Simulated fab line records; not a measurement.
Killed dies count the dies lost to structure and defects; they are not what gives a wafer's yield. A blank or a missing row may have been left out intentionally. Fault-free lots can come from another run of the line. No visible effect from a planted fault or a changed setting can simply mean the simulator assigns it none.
Which of the tools did it? | flow nand harc | 13 lots, 39 wafers sampled, at 6 steps of a route of 1159

## WHAT EACH GAUGE READ, for each wafer
NHARC_P_GATE_CD_MEAS_26: target cd 120 nm. Usual: cd nm at 119.8 nm, with a standard deviation of 0.53.
lot  | measured     | on        | cd nm (nm)        | flag
L269 | day 4 18:07  | cd sem-03 | 120.4 120.1 120.5 |
L270 | day 4 22:33  | cd sem-01 | 119.8 119.9 119.9 |
L271 | day 5 04:07  | cd sem-03 | 119.9 119.6 119.7 |
L273 | day 5 14:21  | cd sem-03 | 119.5 119.5 119.9 |
L275 | day 6 04:40  | cd sem-03 | 120.2 119.7 119.7 |
L276 | day 6 15:20  | cd sem-01 | 119.4 120.2 120.1 |
L277 | day 6 15:10  | cd sem-02 | 120.5 120.6 120.3 |
L281 | day 7 19:38  | cd sem-03 | 107.3 108.1 108.2 | OFF
L282 | day 7 20:06  | cd sem-03 | 119.6 119.3 119.6 |
L288 | day 9 13:49  | cd sem-03 | 119.3 120.0 120.3 |
L289 | day 9 13:59  | cd sem-03 | 119.0 119.0 119.1 |
L291 | day 10 08:38 | cd sem-02 | 120.5 119.3 120.2 |
L292 | day 10 08:17 | cd sem-01 | 120.0 119.7 119.2 |

NHARC_END_SORT_01. Usual: killed at array 27, standard deviation 11; killed at other 0.6, standard deviation 1; killed at periphery 3.0, standard deviation 2.1; killed dies 31, standard deviation 12; killed open 3.2, standard deviation 1.7; killed short 1.7, standard deviation 1.4.
lot  | measured     | on        | killed at array | killed at other | killed at periphery | killed dies | killed open | killed short | flag
L281 | day 22 16:51 | prober-01 | 35 46           | 0 0             | 4 8                 | 39 54       | 0 4         | 0 5          |

## EACH LOT AND THE TOOL THAT RAN IT (in order: tool; ch and the chambers of the sampled wafers; start)
lot  | NHARC_P_ZERO_WELL_RTA_42        | NHARC_P_GATE_DESCUM_13            | NHARC_P_GATE_EXPOSE_23             | NHARC_P_GATE_DEGAS_109
L269 | rtp anneal-01 ch 0, day 1 19:10 | rie diel-01 ch 0,3, day 4 01:34   | arfi scanner-03 ch 0, day 4 17:59  | pvd sputter-02, day 5 11:54
L270 | rtp anneal-02 ch 0, day 2 01:02 | rie diel-02 ch 0,1,3, day 4 06:59 | arfi scanner-03 ch 0, day 4 22:25  | pvd sputter-02, day 5 17:10
L271 | rtp anneal-01 ch 0, day 2 06:56 | rie diel-01 ch 0,1,2, day 4 14:36 | arfi scanner-02 ch 0, day 5 03:58  | pvd sputter-03, day 5 21:53
L273 | rtp anneal-02 ch 0, day 2 18:59 | rie diel-01 ch 1,2,3, day 4 23:56 | arfi scanner-02 ch 0, day 5 14:13  | pvd sputter-01, day 6 08:05
L275 | rtp anneal-01 ch 0, day 3 07:06 | rie diel-12 ch 0,1,2, day 5 12:23 | arfi scanner-02 ch 0, day 6 04:32  | pvd sputter-01, day 6 22:29
L276 | rtp anneal-02 ch 0, day 3 14:13 | rie diel-12 ch 0,1, day 6 01:21   | arfi scanner-02 ch 0, day 6 15:11  | pvd sputter-03, day 7 09:06
L277 | rtp anneal-01 ch 0, day 3 19:08 | rie diel-02 ch 1,2,3, day 6 01:31 | arfi scanner-03 ch 0, day 6 15:02  | pvd sputter-02, day 7 15:23
L281 | rtp anneal-01 ch 0, day 4 19:07 | rie diel-01 ch 1,2,3, day 7 05:42 | arfi scanner-02 ch 0, day 7 19:29  | pvd sputter-03, day 8 15:31
L282 | rtp anneal-02 ch 0, day 5 00:59 | rie diel-12 ch 0,1, day 7 05:53   | arfi scanner-03 ch 0, day 7 19:58  | pvd sputter-03, day 8 14:11
L288 | rtp anneal-02 ch 0, day 6 13:03 | rie diel-01 ch 0,1, day 9 00:10   | arfi scanner-01 ch 0, day 9 13:41  | pvd sputter-03, day 10 07:59
L289 | rtp anneal-01 ch 0, day 6 18:48 | rie diel-02 ch 1,2,3, day 9 00:20 | arfi scanner-03 ch 0, day 9 13:51  | pvd sputter-03, day 10 08:16
L291 | rtp anneal-02 ch 0, day 7 06:52 | rie diel-01 ch 0,1,2, day 9 17:54 | arfi scanner-02 ch 0, day 10 08:29 | pvd sputter-03, day 11 02:14
L292 | rtp anneal-02 ch 0, day 7 13:09 | rie diel-02 ch 0,2,3, day 9 18:06 | arfi scanner-01 ch 0, day 10 08:09 | pvd sputter-02, day 11 01:52
- NHARC_P_ZERO_WELL_RTA_42: time 300 s.
- NHARC_P_GATE_DESCUM_13: chemistry O2, time 3 s.
- NHARC_P_GATE_EXPOSE_23: exposes mask P GATE, target cd 120 nm.
- NHARC_P_GATE_DEGAS_109: time 60 s.

## WHAT THE TOOLS THEMSELVES READ (means of the sampled wafers that have a number; where no wafer has one, the mark that the record gives instead)
NHARC_P_ZERO_WELL_RTA_42. Usual: lamp power pct 38.4 %, standard deviation 1.1; wafer_temp_C_max 1106.7, standard deviation 1.1.
lot  | tool          | lamp power pct (%) | wafer_temp_C_max | flag
L269 | rtp anneal-01 | 39.3               | 1105.9           |
L270 | rtp anneal-02 | 37.2               | 1106.4           |
L271 | rtp anneal-01 | 39.4               | 1106.3           |
L273 | rtp anneal-02 | 37.3               | 1106.2           |
L275 | rtp anneal-01 | 39.4               | 1106.3           |
L276 | rtp anneal-02 | 37.3               | 1107.8           |
L277 | rtp anneal-01 | 39.4               | 1106.4           |
L281 | rtp anneal-01 | 39.3               | 1106.4           |
L282 | rtp anneal-02 | 37.2               | 1106.9           |
L288 | rtp anneal-02 | 37.3               | 1106.5           |
L289 | rtp anneal-01 | 39.4               | 1107.4           |
L291 | rtp anneal-02 | 37.3               | 1107.8           |
L292 | rtp anneal-02 | 37.2               | 1107.1           |

NHARC_P_GATE_DESCUM_13. Usual: drypump motor current A 5.8 A, standard deviation 0.54; mfc ar sccm 0.011 sccm, standard deviation 0.011; oes product au 1.002 a.u., standard deviation 0.0088; rf vpp V 57.8 V, standard deviation 0.91; showerhead plenum p Torr 1.90 Torr, standard deviation 0.064; throttle valve pct 11.311 %, standard deviation 0.0083.
lot  | tool        | drypump motor current A (A) | mfc ar sccm (sccm) | oes product au (a.u.) | rf vpp V (V) | showerhead plenum p Torr (Torr) | throttle valve pct (%) | flag
L269 | rie diel-01 | 5.8                         | 0.002              | 1.005                 | 58.4         | 1.90                            | 11.310                 |
L270 | rie diel-02 | 6.5                         | 0.028              | 1.001                 | 57.8         | 1.94                            | 11.306                 |
L271 | rie diel-01 | 5.4                         | 0.004              | 0.997                 | 57.6         | 1.93                            | 11.322                 |
L273 | rie diel-01 | 5.6                         | 0.006              | 0.993                 | 58.0         | 1.92                            | 11.312                 |
L275 | rie diel-12 | 5.9                         | 0.016              | 1.010                 | 58.5         | 1.91                            | 11.311                 |
L276 | rie diel-12 | 5.8                         | 0.023              | 1.007                 | 58.1         | 1.95                            | 11.312                 |
L277 | rie diel-02 | 6.1                         | 0.022              | 1.008                 | 58.2         | 1.89                            | 11.303                 |
L281 | rie diel-01 | 5.6                         | 0.006              | 0.999                 | 58.4         | 1.91                            | 11.313                 |
L282 | rie diel-12 | 6.3                         | 0.026              | 1.011                 | 58.2         | 1.92                            | 11.319                 |
L288 | rie diel-01 | 5.5                         | 0.009              | 1.003                 | 58.0         | 1.98                            | 11.306                 |
L289 | rie diel-02 | 6.1                         | 0.022              | 1.003                 | 56.7         | 1.89                            | 11.308                 |
L291 | rie diel-01 | 5.4                         | 0.004              | 1.008                 | 57.0         | 1.92                            | 11.309                 |
L292 | rie diel-02 | 6.0                         | 0.018              | 0.997                 | 57.5         | 1.88                            | 11.314                 |

NHARC_P_GATE_DEGAS_109. Usual: heater power w at 480 W, with a standard deviation of 62.
lot  | tool           | heater power w (W) | flag
L269 | pvd sputter-02 | 495                |
L270 | pvd sputter-02 | 467                |
L271 | pvd sputter-03 | 474                |
L273 | pvd sputter-01 | 483                |
L275 | pvd sputter-01 | 488                |
L276 | pvd sputter-03 | 469                |
L277 | pvd sputter-02 | 432                |
L281 | pvd sputter-03 | 445                |
L282 | pvd sputter-03 | 473                |
L288 | pvd sputter-03 | 508                |
L289 | pvd sputter-03 | 450                |
L291 | pvd sputter-03 | 487                |
L292 | pvd sputter-02 | 502                |

## THE ANSWER, worked out from the rows above alone
Rule: lot off if the mean of its wafers having a number is beyond 3 standard deviations from the usual mean. Also off: a lot with no number at a reading for which 4 or more lots have one. Any other lot the step has rows for is counted as sound. Order of review: gauges by route order, followed by the tools' own readings, for which a lot's mean as printed above is used. The first step at which some lot is off is used, and at that step the reading that is off furthest; a lot without a number counts as furthest.
Off at NHARC_P_GATE_CD_MEAS_26 (cd nm): L281.
If a tool, at a process step before that reading, ran all the lots that are off and no sound lot after the first of them, it fits. Gauges at NHARC_P_GATE_CD_MEAS_26: tried the same way as those tools. Of those tried, none fits.

## WHAT THE SIMULATOR HAD PUT IN
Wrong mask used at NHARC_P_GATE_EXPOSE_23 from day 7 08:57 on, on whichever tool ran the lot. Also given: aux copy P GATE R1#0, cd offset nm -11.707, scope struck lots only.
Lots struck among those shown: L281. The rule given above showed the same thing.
